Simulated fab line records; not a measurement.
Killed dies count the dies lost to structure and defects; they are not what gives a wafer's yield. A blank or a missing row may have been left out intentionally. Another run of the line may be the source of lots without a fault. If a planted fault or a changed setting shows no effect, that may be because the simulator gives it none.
Which tool did it? / flow nand harc / 14 lots with 42 wafers sampled at 4 steps, on a route of 1302 steps

## WHAT THE GAUGES SHOWED, per wafer
NHARC_P_CONTACT_CD_MEAS_12: the cd target is 90 nm. Usual: cd nm 89.8 nm, standard deviation 0.52.
lot=L853; measured=day 5 19:30; on=cd sem-01; cd nm (nm)=89.7 90.1 90.1; flag=
lot=L854; measured=day 6 07:13; on=cd sem-02; cd nm (nm)=90.1 89.7 90.3; flag=
lot=L855; measured=day 6 20:14; on=cd sem-03; cd nm (nm)=90.0 89.4 89.9; flag=
lot=L857; measured=day 7 09:16; on=cd sem-03; cd nm (nm)=88.4 89.1 89.7; flag=
lot=L856; measured=day 7 09:46; on=cd sem-01; cd nm (nm)=90.1 90.0 89.5; flag=
lot=L860; measured=day 8 16:08; on=cd sem-01; cd nm (nm)=89.6 89.6 88.9; flag=
lot=L862; measured=day 9 07:41; on=cd sem-02; cd nm (nm)=89.7 90.2 89.9; flag=
lot=L861; measured=day 9 08:13; on=cd sem-02; cd nm (nm)=89.5 88.8 89.8; flag=
lot=L863; measured=day 9 19:56; on=cd sem-03; cd nm (nm)=90.4 90.4 89.8; flag=
lot=L864; measured=day 10 08:23; on=cd sem-01; cd nm (nm)=89.3 88.6 89.5; flag=
lot=L868; measured=day 12 01:32; on=cd sem-02; cd nm (nm)=90.1 89.8 90.4; flag=
lot=L872; measured=day 13 19:23; on=cd sem-01; cd nm (nm)=89.1 89.4 89.0; flag=
lot=L874; measured=day 14 13:59; on=cd sem-03; cd nm (nm)=89.8 89.3 89.7; flag=
lot=L876; measured=day 15 11:01; on=cd sem-03; cd nm (nm)=89.7 90.4 90.8; flag=

NHARC_P_M0_OVL_MEAS_10: pitch 180 nm. Usual: overlay x nm -0.1 nm, standard deviation 0.79; overlay y nm -0.1 nm, standard deviation 0.75.
lot=L853; measured=day 5 23:45; on=overlay-01; overlay x nm (nm)=-0.1 -0.7 -1.3; overlay y nm (nm)=1.3 0.8 0.7; flag=
lot=L854; measured=day 6 11:29; on=overlay-02; overlay x nm (nm)=-1.2 -0.7 -0.6; overlay y nm (nm)=1.1 0.6 0.8; flag=
lot=L855; measured=day 7 00:28; on=overlay-01; overlay x nm (nm)=-0.3 0.3 0.9; overlay y nm (nm)=-1.3 -0.8 -1.4; flag=
lot=L857; measured=day 7 13:23; on=overlay-02; overlay x nm (nm)=0.2 0.0 0.7; overlay y nm (nm)=0.6 0.2 -0.5; flag=
lot=L856; measured=day 7 14:02; on=overlay-01; overlay x nm (nm)=-0.1 -0.3 -0.5; overlay y nm (nm)=0.6 0.2 0.9; flag=
lot=L860; measured=day 8 20:24; on=overlay-01; overlay x nm (nm)=0.6 0.2 0.6; overlay y nm (nm)=1.2 0.8 1.5; flag=
lot=L862; measured=day 9 12:22; on=overlay-01; overlay x nm (nm)=-0.3 -0.1 -0.2; overlay y nm (nm)=0.1 -0.5 0.0; flag=
lot=L861; measured=day 9 13:33; on=overlay-01; overlay x nm (nm)=0.4 0.5 0.5; overlay y nm (nm)=-0.1 0.6 -0.2; flag=
lot=L863; measured=day 10 00:40; on=overlay-02; overlay x nm (nm)=-0.5 -0.2 -0.1; overlay y nm (nm)=-0.5 -0.4 -0.6; flag=
lot=L864; measured=day 10 12:41; on=overlay-02; overlay x nm (nm)=0.0 -0.5 0.0; overlay y nm (nm)=-0.1 0.2 0.4; flag=
lot=L868; measured=day 12 06:17; on=overlay-01; overlay x nm (nm)=-0.2 0.0 -0.3; overlay y nm (nm)=-0.8 -1.4 -0.6; flag=
lot=L872; measured=day 13 23:50; on=overlay-02; overlay x nm (nm)=-0.6 0.0 -1.1; overlay y nm (nm)=-0.6 -0.6 -1.2; flag=
lot=L874; measured=day 14 18:16; on=overlay-01; overlay x nm (nm)=-1.4 -1.8 -1.4; overlay y nm (nm)=-0.7 -0.1 -0.3; flag=
lot=L876; measured=day 15 15:35; on=overlay-01; overlay x nm (nm)=0.0 -0.1 -0.3; overlay y nm (nm)=-0.2 -0.8 -0.4; flag=

## TOOL THAT RAN EACH LOT (tool first, then ch and the chambers of the sampled wafers, then the start)
lot=L853; NHARC_P_CONTACT_PVD_32=pvd sputter-02, day 5 22:55 or earlier; NHARC_P_M0_DEP_00=pecvd-03 ch 1,2, day 5 22:55
lot=L854; NHARC_P_CONTACT_PVD_32=pvd sputter-02, day 6 10:39 or earlier; NHARC_P_M0_DEP_00=pecvd-03 ch 0,1, day 6 10:39
lot=L855; NHARC_P_CONTACT_PVD_32=pvd sputter-02, day 6 23:38 or earlier; NHARC_P_M0_DEP_00=pecvd-02 ch 1,2, day 6 23:38
lot=L857; NHARC_P_CONTACT_PVD_32=pvd sputter-01, day 7 12:38 or earlier; NHARC_P_M0_DEP_00=pecvd-02 ch 1,2, day 7 12:38
lot=L856; NHARC_P_CONTACT_PVD_32=pvd sputter-03, day 7 13:06 or earlier; NHARC_P_M0_DEP_00=pecvd-01 ch 0,1,2, day 7 13:06
lot=L860; NHARC_P_CONTACT_PVD_32=pvd sputter-01, day 8 19:34 or earlier; NHARC_P_M0_DEP_00=pecvd-03 ch 0,1, day 8 19:34
lot=L862; NHARC_P_CONTACT_PVD_32=pvd sputter-01, day 9 11:40 or earlier; NHARC_P_M0_DEP_00=pecvd-02 ch 1,2, day 9 11:40
lot=L861; NHARC_P_CONTACT_PVD_32=pvd sputter-03, day 9 12:40 or earlier; NHARC_P_M0_DEP_00=pecvd-02 ch 0,1, day 9 12:40
lot=L863; NHARC_P_CONTACT_PVD_32=pvd sputter-02, day 9 23:19 or earlier; NHARC_P_M0_DEP_00=pecvd-02 ch 0,1, day 9 23:19
lot=L864; NHARC_P_CONTACT_PVD_32=pvd sputter-03, day 10 11:47 or earlier; NHARC_P_M0_DEP_00=pecvd-01 ch 0,2, day 10 11:47
lot=L868; NHARC_P_CONTACT_PVD_32=pvd sputter-03, day 12 04:53 or earlier; NHARC_P_M0_DEP_00=pecvd-01 ch 0,1,2, day 12 04:53
lot=L872; NHARC_P_CONTACT_PVD_32=pvd sputter-02, day 13 23:00 or earlier; NHARC_P_M0_DEP_00=pecvd-03 ch 0,1,2, day 13 23:00
lot=L874; NHARC_P_CONTACT_PVD_32=pvd sputter-01, day 14 17:20 or earlier; NHARC_P_M0_DEP_00=pecvd-01 ch 0,1,2, day 14 17:20
lot=L876; NHARC_P_CONTACT_PVD_32=pvd sputter-01, day 15 14:50 or earlier; NHARC_P_M0_DEP_00=pecvd-02 ch 0,2, day 15 14:50
- NHARC_P_CONTACT_PVD_32: deposits Ti, target thk 5 nm, time 17.7 s.
- NHARC_P_M0_DEP_00: deposits SiOC, target thk 150 nm.

## AS READ BY THE TOOLS THEMSELVES (means over the sampled wafers that have a number; for cases with no such wafer, the mark the record gives instead)
NHARC_P_CONTACT_PVD_32. Usual: cathode dc power W 4999.9 W, standard deviation 0.83; chamber pressure pa 5.001 Pa, standard deviation 0.011; substrate temp c 200.03 C, standard deviation 0.17; throttle valve pct 30.0 %, standard deviation 0.9.
lot=L853; tool=pvd sputter-02; cathode dc power W (W)=4999.8; chamber pressure pa (Pa)=5.008; substrate temp c (C)=200.02; throttle valve pct (%)=31.6; flag=
lot=L854; tool=pvd sputter-02; cathode dc power W (W)=5000.1; chamber pressure pa (Pa)=5.013; substrate temp c (C)=199.91; throttle valve pct (%)=31.4; flag=
lot=L855; tool=pvd sputter-02; cathode dc power W (W)=5000.8; chamber pressure pa (Pa)=5.013; substrate temp c (C)=200.06; throttle valve pct (%)=31.6; flag=
lot=L857; tool=pvd sputter-01; cathode dc power W (W)=4999.7; chamber pressure pa (Pa)=4.996; substrate temp c (C)=199.99; throttle valve pct (%)=29.5; flag=
lot=L856; tool=pvd sputter-03; cathode dc power W (W)=4999.4; chamber pressure pa (Pa)=4.997; substrate temp c (C)=200.07; throttle valve pct (%)=29.4; flag=
lot=L860; tool=pvd sputter-01; cathode dc power W (W)=4999.5; chamber pressure pa (Pa)=4.998; substrate temp c (C)=200.15; throttle valve pct (%)=30.0; flag=
lot=L862; tool=pvd sputter-01; cathode dc power W (W)=4999.9; chamber pressure pa (Pa)=5.002; substrate temp c (C)=200.01; throttle valve pct (%)=29.5; flag=
lot=L861; tool=pvd sputter-03; cathode dc power W (W)=5000.0; chamber pressure pa (Pa)=4.994; substrate temp c (C)=200.17; throttle valve pct (%)=29.7; flag=
lot=L863; tool=pvd sputter-02; cathode dc power W (W)=4999.6; chamber pressure pa (Pa)=4.999; substrate temp c (C)=199.97; throttle valve pct (%)=32.3; flag=
lot=L864; tool=pvd sputter-03; cathode dc power W (W)=5000.5; chamber pressure pa (Pa)=4.997; substrate temp c (C)=200.06; throttle valve pct (%)=29.8; flag=
lot=L868; tool=pvd sputter-03; cathode dc power W (W)=4999.5; chamber pressure pa (Pa)=5.009; substrate temp c (C)=199.97; throttle valve pct (%)=29.8; flag=
lot=L872; tool=pvd sputter-02; cathode dc power W (W)=5000.4; chamber pressure pa (Pa)=5.001; substrate temp c (C)=199.93; throttle valve pct (%)=31.3; flag=
lot=L874; tool=pvd sputter-01; cathode dc power W (W)=4999.8; chamber pressure pa (Pa)=5.002; substrate temp c (C)=200.05; throttle valve pct (%)=29.7; flag=
lot=L876; tool=pvd sputter-01; cathode dc power W (W)=4999.8; chamber pressure pa (Pa)=5.007; substrate temp c (C)=200.02; throttle valve pct (%)=29.6; flag=

## THE ANSWER, worked out from the rows above alone
Rule: lot off if the mean of its wafers having a number is beyond 3 standard deviations from the usual mean. Also off: a lot with no number at a reading for which 4 or more lots have one. Where the step has rows for the other lots, those lots are counted as sound. The gauges are gone through in route order, then the tools' own readings, and for those a lot's mean is taken as printed above. The first step at which some lot is off is used, and at that step the reading that is off furthest; a lot without a number counts as furthest.
Across all readings shown, no lot is off: no conclusion can be drawn from this.

## WHAT HAD BEEN PUT IN BY THE SIMULATOR
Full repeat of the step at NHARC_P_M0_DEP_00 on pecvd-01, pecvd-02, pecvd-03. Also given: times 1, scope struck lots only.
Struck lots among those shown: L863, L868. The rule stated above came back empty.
